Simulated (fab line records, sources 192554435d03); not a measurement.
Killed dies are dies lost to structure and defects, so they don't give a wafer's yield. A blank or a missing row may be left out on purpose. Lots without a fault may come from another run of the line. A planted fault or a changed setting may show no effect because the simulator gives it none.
Which tool did it? | flow n5_finfet | 9 lots, 24 wafers sampled, at 7 steps of a route of 1938

WHAT THE GAUGES READ, wafer by wafer
N5_BEOL_M6_OVL_MEAS_12. Usual: M6_OVL 0.4 nm, standard deviation 0.77.
lot  | measured     | on         | M6_OVL (nm)   | flag
L208 | day 9 09:02  | overlay-01 | 0.5 1.2 0.1   |
L212 | day 10 03:15 | overlay-02 | 0.1 -0.1 0.3  |
L222 | day 12 16:49 | overlay-01 | -0.3 0.0 -0.4 |
L219 | day 12 17:03 | overlay-01 | 0.0 1.1 2.1   |
L221 | day 13 01:29 | overlay-01 | 0.9 -0.1 0.2  |
L226 | day 14 13:11 | overlay-02 | -0.4 0.4      |
L229 | day 15 12:35 | overlay-02 | 0.1 -0.1      |
L228 | day 15 12:46 | overlay-01 | 0.4 0.6 0.4   |
L230 | day 15 16:04 | overlay-02 | 1.0 0.0       |

N5_BEOL_M6_OCD_MEAS_38. Usual: trench_depth_nm 95.0 nm, standard deviation 1.8.
lot  | measured     | on     | trench_depth_nm (nm) | flag
L208 | day 9 11:46  | ocd-02 | 98.2 94.5 94.0       |
L212 | day 10 07:43 | ocd-02 | 93.8 97.5 94.2       |
L222 | day 12 21:07 | ocd-02 | 86.8 85.1 89.0       | OFF
L219 | day 12 21:04 | ocd-01 | 96.6 95.7 92.4       |
L221 | day 13 03:49 | ocd-02 | 86.0 89.6 89.4       | OFF
L226 | day 14 16:10 | ocd-01 | 93.7 96.6            |
L229 | day 15 15:58 | ocd-01 | 94.0 93.8            |
L228 | day 15 16:01 | ocd-02 | 95.4 97.0 93.5       |
L230 | day 15 17:43 | ocd-01 | 96.1 92.9            |

N5_BEOL_M6_THK_MEAS_53: measures by xrf. Usual: M6_THK 80.3 nm, standard deviation 1.9.
lot  | measured     | on            | M6_THK (nm)    | flag
L208 | day 9 14:09  | film_metro-01 | 84.7 80.2 78.2 |
L212 | day 10 10:16 | film_metro-02 | 79.7 82.0 79.4 |
L222 | day 13 01:25 | film_metro-01 | 72.3 72.9 73.4 | OFF
L219 | day 13 01:13 | film_metro-01 | 82.5 79.8 78.1 |
L221 | day 13 08:01 | film_metro-01 | 71.5 75.2 76.6 | OFF
L226 | day 14 18:43 | film_metro-02 | 79.0 80.9      |
L229 | day 15 18:39 | film_metro-02 | 80.3 80.5      |
L228 | day 15 18:53 | film_metro-02 | 80.7 81.2 78.3 |
L230 | day 15 21:44 | film_metro-01 | 81.6 78.8      |

N5_BEOL_M6_RS_MEAS_57: measures by four-point-probe. Usual: M6_RS 0.285 ohm/sq, standard deviation 0.0084.
lot  | measured     | on            | M6_RS (ohm/sq)    | flag
L208 | day 9 14:17  | film_metro-02 | 0.267 0.286 0.294 |
L212 | day 10 10:23 | film_metro-02 | 0.286 0.276 0.286 |
L222 | day 13 01:32 | film_metro-02 | 0.325 0.323 0.318 | OFF
L219 | day 13 01:20 | film_metro-01 | 0.275 0.287 0.294 |
L221 | day 13 08:09 | film_metro-02 | 0.326 0.306 0.300 | OFF
L226 | day 14 18:50 | film_metro-02 | 0.290 0.282       |
L229 | day 15 18:47 | film_metro-02 | 0.287 0.286       |
L228 | day 15 19:01 | film_metro-02 | 0.283 0.283 0.295 |
L230 | day 15 21:52 | film_metro-01 | 0.277 0.290       |

WHICH TOOL RAN EACH LOT (tool, then ch and the chambers of the sampled wafers, then the start)
lot  | N5_BEOL_M6_VIA_ETCH_34             | N5_BEOL_M6_STRIP_36                | N5_BEOL_M6_TRENCH_ETCH_37
L208 | rie_diel-06 ch 0,2, day 9 11:31    | rie_diel-06 ch 0,2, day 9 11:34    | rie_diel-06 ch 0,2, day 9 11:37
L212 | rie_diel-06 ch 0,1,3, day 10 07:28 | rie_diel-06 ch 0,1,3, day 10 07:31 | rie_diel-06 ch 0,1,3, day 10 07:34
L222 | rie_diel-06 ch 1,2,3, day 12 20:52 | rie_diel-06 ch 1,2,3, day 12 20:55 | rie_diel-06 ch 1,2,3, day 12 20:58
L219 | rie_diel-05 ch 0,1,2, day 12 20:49 | rie_diel-05 ch 0,1,2, day 12 20:52 | rie_diel-05 ch 0,1,2, day 12 20:55
L221 | rie_diel-06 ch 0,1, day 13 03:35   | rie_diel-06 ch 0,1, day 13 03:38   | rie_diel-06 ch 0,1, day 13 03:40
L226 | rie_diel-04 ch 1,2, day 14 15:55   | rie_diel-04 ch 1,2, day 14 15:58   | rie_diel-04 ch 1,2, day 14 16:01
L229 | rie_diel-04 ch 0,1, day 15 15:43   | rie_diel-04 ch 0,1, day 15 15:46   | rie_diel-04 ch 0,1, day 15 15:49
L228 | rie_diel-06 ch 0,1,3, day 15 15:46 | rie_diel-06 ch 0,1,3, day 15 15:49 | rie_diel-06 ch 0,1,3, day 15 15:51
L230 | rie_diel-06 ch 1,2, day 15 17:28   | rie_diel-06 ch 1,2, day 15 17:32   | rie_diel-06 ch 1,2, day 15 17:34
- N5_BEOL_M6_VIA_ETCH_34: etches SiCOH lowk in C4F6/O2, target depth 126.3 nm, time 50.9 s.
- N5_BEOL_M6_STRIP_36: strips in N2/H2.
- N5_BEOL_M6_TRENCH_ETCH_37: etches SiCOH lowk in C4F6/O2, target depth 94.435 nm, time 31.5 s.

WHAT THE TOOLS THEMSELVES READ (means of the sampled wafers that have a number; where no wafer has one, the mark that the record gives instead)
N5_BEOL_M6_VIA_ETCH_34. Usual: drypump_motor_current_A 5.6 A, standard deviation 0.47; oes_ar_750_au 0.79 a.u., standard deviation 0.074; oes_product_au 0.79 a.u., standard deviation 0.079; rf_fwd_power_W 341.7 W, standard deviation 1.5; rf_vpp_V 672 V, standard deviation 18; showerhead_plenum_p_Torr 2.86 Torr, standard deviation 0.1; throttle_valve_pct 20.88 %, standard deviation 0.26.
lot  | tool        | drypump_motor_current_A (A) | oes_ar_750_au (a.u.) | oes_product_au (a.u.) | rf_fwd_power_W (W) | rf_vpp_V (V) | showerhead_plenum_p_Torr (Torr) | throttle_valve_pct (%) | flag
L208 | rie_diel-06 | 5.2                         | 0.76                 | 0.76                  | 340.2              | 666          | 2.86                            | 20.63                  |
L212 | rie_diel-06 | 5.9                         | 0.80                 | 0.80                  | 340.8              | 664          | 2.91                            | 20.98                  |
L222 | rie_diel-06 | 5.6                         | 0.81                 | 0.81                  | 342.6              | 674          | 2.82                            | 20.75                  |
L219 | rie_diel-05 | 5.6                         | 0.83                 | 0.82                  | 341.3              | 669          | 2.88                            | 20.84                  |
L221 | rie_diel-06 | 5.8                         | 0.81                 | 0.81                  | 340.4              | 659          | 2.92                            | 21.01                  |
L226 | rie_diel-04 | 5.8                         | 0.73                 | 0.73                  | 341.4              | 685          | 2.88                            | 20.88                  |
L229 | rie_diel-04 | 5.3                         | 0.72                 | 0.72                  | 343.4              | 692          | 2.88                            | 20.73                  |
L228 | rie_diel-06 | 5.9                         | 0.76                 | 0.76                  | 341.3              | 662          | 2.89                            | 21.05                  |
L230 | rie_diel-06 | 5.4                         | 0.80                 | 0.81                  | 342.4              | 683          | 2.74                            | 20.63                  |

N5_BEOL_M6_STRIP_36. Usual: bias_power_w 6.998 W, standard deviation 0.021; drypump_motor_current_A 5.6 A, standard deviation 0.47; h2_flow_sccm 200.0 sccm, standard deviation 0.59; n2_flow_sccm 199.9 sccm, standard deviation 0.59; oes_product_au 0.79 a.u., standard deviation 0.078; rf_vpp_V 59.3 V, standard deviation 1.5; showerhead_plenum_p_Torr 2.55 Torr, standard deviation 0.1; throttle_valve_pct 23.58 %, standard deviation 0.25.
lot  | tool        | bias_power_w (W) | drypump_motor_current_A (A) | h2_flow_sccm (sccm) | n2_flow_sccm (sccm) | oes_product_au (a.u.) | rf_vpp_V (V) | showerhead_plenum_p_Torr (Torr) | throttle_valve_pct (%) | flag
L208 | rie_diel-06 | 7.024            | 5.2                         | 200.2               | 200.2               | 0.76                  | 59.6         | 2.57                            | 23.49                  |
L212 | rie_diel-06 | 6.978            | 5.9                         | 200.0               | 199.7               | 0.81                  | 60.1         | 2.60                            | 23.70                  |
L222 | rie_diel-06 | 7.003            | 5.6                         | 199.9               | 199.9               | 0.80                  | 59.4         | 2.52                            | 23.47                  |
L219 | rie_diel-05 | 6.982            | 5.6                         | 200.1               | 199.4               | 0.83                  | 58.7         | 2.56                            | 23.27                  |
L221 | rie_diel-06 | 7.022            | 5.8                         | 199.3               | 200.4               | 0.83                  | 59.5         | 2.60                            | 23.81                  |
L226 | rie_diel-04 | 6.975            | 5.9                         | 199.9               | 200.7               | 0.72                  | 60.4         | 2.58                            | 23.80                  |
L229 | rie_diel-04 | 7.014            | 5.3                         | 199.9               | 200.0               | 0.72                  | 58.9         | 2.56                            | 23.57                  |
L228 | rie_diel-06 | 6.995            | 5.9                         | 200.0               | 199.6               | 0.77                  | 57.8         | 2.58                            | 23.75                  |
L230 | rie_diel-06 | 6.999            | 5.3                         | 199.7               | 199.4               | 0.79                  | 58.3         | 2.45                            | 23.39                  |

N5_BEOL_M6_TRENCH_ETCH_37. Usual: drypump_motor_current_A 5.6 A, standard deviation 0.47; oes_ar_750_au 0.79 a.u., standard deviation 0.073; oes_product_au 0.79 a.u., standard deviation 0.079; rf_fwd_power_W 340.3 W, standard deviation 1.6; rf_vpp_V 672 V, standard deviation 18; showerhead_plenum_p_Torr 2.86 Torr, standard deviation 0.1; throttle_valve_pct 20.91 %, standard deviation 0.27.
lot  | tool        | drypump_motor_current_A (A) | oes_ar_750_au (a.u.) | oes_product_au (a.u.) | rf_fwd_power_W (W) | rf_vpp_V (V) | showerhead_plenum_p_Torr (Torr) | throttle_valve_pct (%) | flag
L208 | rie_diel-06 | 5.2                         | 0.75                 | 0.76                  | 339.6              | 668          | 2.86                            | 20.68                  |
L212 | rie_diel-06 | 5.9                         | 0.80                 | 0.81                  | 338.9              | 664          | 2.91                            | 21.02                  |
L222 | rie_diel-06 | 5.6                         | 0.73                 | 0.77                  | 279.5              | 747          | 2.82                            | 20.75                  | OFF
L219 | rie_diel-05 | 5.6                         | 0.83                 | 0.82                  | 340.5              | 669          | 2.88                            | 20.86                  |
L221 | rie_diel-06 | 5.8                         | 0.73                 | 0.78                  | 276.9              | 729          | 2.92                            | 21.03                  | OFF
L226 | rie_diel-04 | 5.9                         | 0.73                 | 0.73                  | 339.3              | 685          | 2.88                            | 20.91                  |
L229 | rie_diel-04 | 5.3                         | 0.72                 | 0.72                  | 340.9              | 693          | 2.88                            | 20.77                  |
L228 | rie_diel-06 | 5.9                         | 0.76                 | 0.76                  | 339.1              | 663          | 2.89                            | 21.09                  |
L230 | rie_diel-06 | 5.4                         | 0.80                 | 0.81                  | 341.2              | 682          | 2.74                            | 20.66                  |

THE ANSWER, worked out from the rows above alone
Rule: a lot is off if the mean of its wafers that have a number lies more than 3 standard deviations from the usual mean. A lot without any number at a reading at which 4 lots or more have one is off too. The other lots that the step has rows for count as sound. The gauges are gone through in route order, then the tools' own readings, and for those a lot's mean is taken as printed above. The first step at which some lot is off is used, and at that step the reading that is off furthest; a lot without a number counts as furthest.
Off: L222, L221, at N5_BEOL_M6_OCD_MEAS_38 (trench_depth_nm).
A tool fits if, at a process step before that reading, it ran every lot that is off, and no sound lot after the first of them. The gauges at N5_BEOL_M6_OCD_MEAS_38 aren't tried: what is off there is off at N5_BEOL_M6_THK_MEAS_53 too, on other tools, and a gauge's error can't cause that. None of those tried fits.

WHAT THE SIMULATOR HAD PUT IN
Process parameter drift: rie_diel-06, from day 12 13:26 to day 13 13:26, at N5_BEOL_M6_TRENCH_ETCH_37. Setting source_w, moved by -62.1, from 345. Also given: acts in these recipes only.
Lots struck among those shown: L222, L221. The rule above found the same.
